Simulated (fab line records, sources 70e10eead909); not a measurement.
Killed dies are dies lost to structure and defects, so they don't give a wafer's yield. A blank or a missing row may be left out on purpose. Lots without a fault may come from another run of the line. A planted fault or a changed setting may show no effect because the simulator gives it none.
Chamber matching | flow nand_harc | NHARC_A_ZERO_WELL_ETCH_19 on rie_diel-12: 4 sister chambers
The step etches the open film in N2/H2, target depth 80 nm, overetch 24 nm, time 87.88 s. 20 wafers are shown with their chamber, then 10 later ones without.

WAFERS WITH THEIR CHAMBER
wafer  | chamber | showerhead_plenum_p_Torr (Torr) | rf_vpp_V (V) | drypump_motor_current_A (A)
L896.1 | 2       | 1.98                            | 428.2        | 5.6
L896.3 | 3       | 2.01                            | 430.0        | 5.8
L896.5 | 0       | 2.08                            | 431.8        | 5.8
L897.2 | 3       | 2.01                            | 429.6        | 5.8
L897.3 | 1       | 1.91                            | 426.3        | 5.7
L897.5 | 3       | 2.01                            | 430.3        | 5.8
L899.3 | 2       | 1.97                            | 429.1        | 5.6
L899.5 | 2       | 1.98                            | 429.3        | 5.6
L899.6 | 1       | 1.91                            | 426.5        | 5.7
L900.1 | 1       | 1.91                            | 427.3        | 5.7
L900.4 | 3       | 2.01                            | 430.6        | 5.8
L900.6 | 0       | 2.08                            | 432.2        | 5.8
L901.1 | 0       | 2.08                            | 432.2        | 5.8
L901.2 | 2       | 1.97                            | 428.0        | 5.6
L901.5 | 1       | 1.91                            | 426.1        | 5.7
L902.2 | 2       | 1.97                            | 427.9        | 5.5
L902.3 | 1       | 1.91                            | 427.1        | 5.7
L902.5 | 0       | 2.08                            | 431.8        | 5.8
L904.2 | 0       | 2.08                            | 431.7        | 5.7
L904.5 | 0       | 2.08                            | 432.0        | 5.7

SIGNATURES (means of the wafers above)
reading                  | chamber 0 | chamber 1 | chamber 2 | chamber 3 | scatter within a chamber
showerhead_plenum_p_Torr | 2.0800    | 1.9100    | 1.9740    | 2.0100    | 0.00274
rf_vpp_V                 | 431.950   | 426.660   | 428.500   | 430.125   | 0.471
drypump_motor_current_A  | 5.767     | 5.700     | 5.580     | 5.800     | 0.0365
Rule: a wafer's distance from a chamber is the root of the sum, over the readings, of the square of ((its reading less the chamber's mean) divided by the reading's scatter). The wafer belongs to the nearest chamber; if the next one is less than 2 further off, it can't be placed. The scatter: the root of (the sum of the squares of (reading less its chamber's mean) over the shown wafers, divided by (wafers less chambers)).

WAFERS WITHOUT THEIR CHAMBER
wafer  | showerhead_plenum_p_Torr (Torr) | rf_vpp_V (V) | drypump_motor_current_A (A)
L904.6 | 1.91                            | 426.3        | 5.7
L908.4 | 1.91                            | 426.4        | 5.7
L908.5 | 1.91                            | 425.5        | 5.7
L908.6 | 1.97                            | 428.5        | 5.6
L911.1 | 1.97                            | 428.9        | 5.6
L911.2 | 2.00                            | 428.2        | 5.8
L911.5 | 2.00                            | 430.6        | 5.9
L917.1 | 2.08                            | 431.9        | 5.8
L917.3 | 2.00                            | 430.5        | 5.8
L917.5 | 2.08                            | 431.0        | 5.8

WHICH CHAMBER EACH WENT THROUGH
wafer  | from the rows above | in truth
L904.6 | 1                   | 1
L908.4 | 1                   | 1
L908.5 | 1                   | 1
L908.6 | 2                   | 2
L911.1 | 2                   | 2
L911.2 | 3                   | 3
L911.5 | 3                   | 3
L917.1 | 0                   | 0
L917.3 | 3                   | 3
L917.5 | 0                   | 0
Placed correctly: 10 of 10. Can't be placed from these rows: 0. Placed wrongly: 0.
